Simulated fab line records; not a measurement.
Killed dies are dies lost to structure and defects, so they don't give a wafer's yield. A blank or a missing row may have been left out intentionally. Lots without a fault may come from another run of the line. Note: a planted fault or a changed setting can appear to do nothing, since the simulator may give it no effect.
Which tool did it? ; flow nand-harc ; 36 wafers from 12 lots sampled at 4 of the route's 1159 steps

== WHAT THE GAUGES READ, wafer by wafer ==
NHARC_P_GATE_CD_MEAS_91 targets a cd of 2000 nm.
lot;measured;on;cd-nm (nm)
L076;day 5 17:17;cd-sem-03;1998.9 1998.6 1998.4
L077;day 6 05:49;cd-sem-01;1997.3 2000.5 1999.5
L078;day 6 08:19;cd-sem-01;1997.0 1998.7 1992.8
L081;day 7 04:28;cd-sem-01;2000.5 2000.6 2001.6
L083;day 7 15:50;cd-sem-03;2000.3 2004.8 1998.8
L087;day 8 12:46;cd-sem-02;2002.3 2002.5 2001.1
L086;day 8 13:06;cd-sem-02;2004.4 1998.2 1999.7
L089;day 9 00:06;cd-sem-01;1997.8 1992.8 2001.1
L091;day 9 06:45;cd-sem-02;2001.4 2000.8 2001.6
L094;day 10 11:20;cd-sem-03;2000.7 1998.3 1996.3
L095;day 10 15:40;cd-sem-03;1999.8 1996.4 1997.5
L097;day 10 20:35;cd-sem-03;1999.5 1999.0 2003.6

== EACH LOT AND THE TOOL THAT RAN IT (in order: tool; ch and the chambers of the sampled wafers; start) ==
lot;NHARC_P_GATE_DESCUM_13;NHARC_P_GATE_ETCHBACK_37;NHARC_P_GATE_STRIP_112
L076;rie-diel-13 ch 0,3, day 4 09:43;rie-diel-07 ch 2,3, day 5 16:14 or earlier;plasma-asher-02 ch 0,1, day 5 16:14
L077;rie-diel-08 ch 0,1,3, day 4 22:12;rie-diel-07 ch 1,2, day 6 04:35 or earlier;plasma-asher-02 ch 0,1, day 6 04:35
L078;rie-diel-13 ch 1,2,3, day 5 02:43;rie-diel-13 ch 1,2,3, day 6 07:08 or earlier;plasma-asher-01 ch 0,1, day 6 07:08
L081;rie-diel-13 ch 1,2, day 5 21:29;rie-diel-08 ch 0,1, day 7 03:17 or earlier;plasma-asher-01 ch 1, day 7 03:17
L083;rie-diel-13 ch 0,1,3, day 6 05:13;rie-diel-08 ch 1,2, day 7 14:49 or earlier;plasma-asher-01 ch 0,1, day 7 14:49
L087;rie-diel-13 ch 2,3, day 7 06:11;rie-diel-08 ch 2,3, day 8 11:35 or earlier;plasma-asher-02 ch 0,1, day 8 11:35
L086;rie-diel-08 ch 1,2, day 7 06:23;rie-diel-08 ch 2,3, day 8 11:55 or earlier;plasma-asher-02 ch 0,1, day 8 11:55
L089;rie-diel-08 ch 0,3, day 7 15:21;rie-diel-08 ch 0,1, day 8 22:55 or earlier;plasma-asher-01 ch 0,1, day 8 22:55
L091;rie-diel-08 ch 1,2,3, day 8 01:29;rie-diel-08 ch 0,1,3, day 9 05:37 or earlier;plasma-asher-02 ch 0,1, day 9 05:37
L094;rie-diel-08 ch 0,1,3, day 9 03:21;rie-diel-08 ch 1,2,3, day 10 10:08 or earlier;plasma-asher-01 ch 0,1, day 10 10:08
L095;rie-diel-07 ch 0,1,3, day 9 08:08;rie-diel-08 ch 1,2,3, day 10 14:37 or earlier;plasma-asher-02 ch 0,1, day 10 14:37
L097;rie-diel-07 ch 1,3, day 9 15:07;rie-diel-08 ch 2,3, day 10 19:30 or earlier;plasma-asher-01 ch 0,1, day 10 19:30
- NHARC_P_GATE_DESCUM_13: chemistry O2, time 3 s.
- NHARC_P_GATE_ETCHBACK_37: etches the open film in CHF3/O2, target depth 34.5 nm, time 17.2 s.
- NHARC_P_GATE_STRIP_112: strips in N2/H2, time 200 s.

== THE ANSWER, worked out from the rows above alone ==
Rule: the usual values come from the lots themselves. Put in order of their means at a reading, lots are off if they are a third of the lots or fewer, leave a main group of 4 or more, and stand apart from it by a gap of 3 or more times the standard deviation of the main group's means; of several such gaps the widest counts. The tables above print the reading to a certain number of digits; a main group whose means all agree to those digits is not used. A lot without any number at a reading at which 4 lots or more have one is off too. The other lots that the step has rows for count as sound.
Nothing can be told from this: no lot is off at any reading shown.

== WHAT THE SIMULATOR PUT IN ==
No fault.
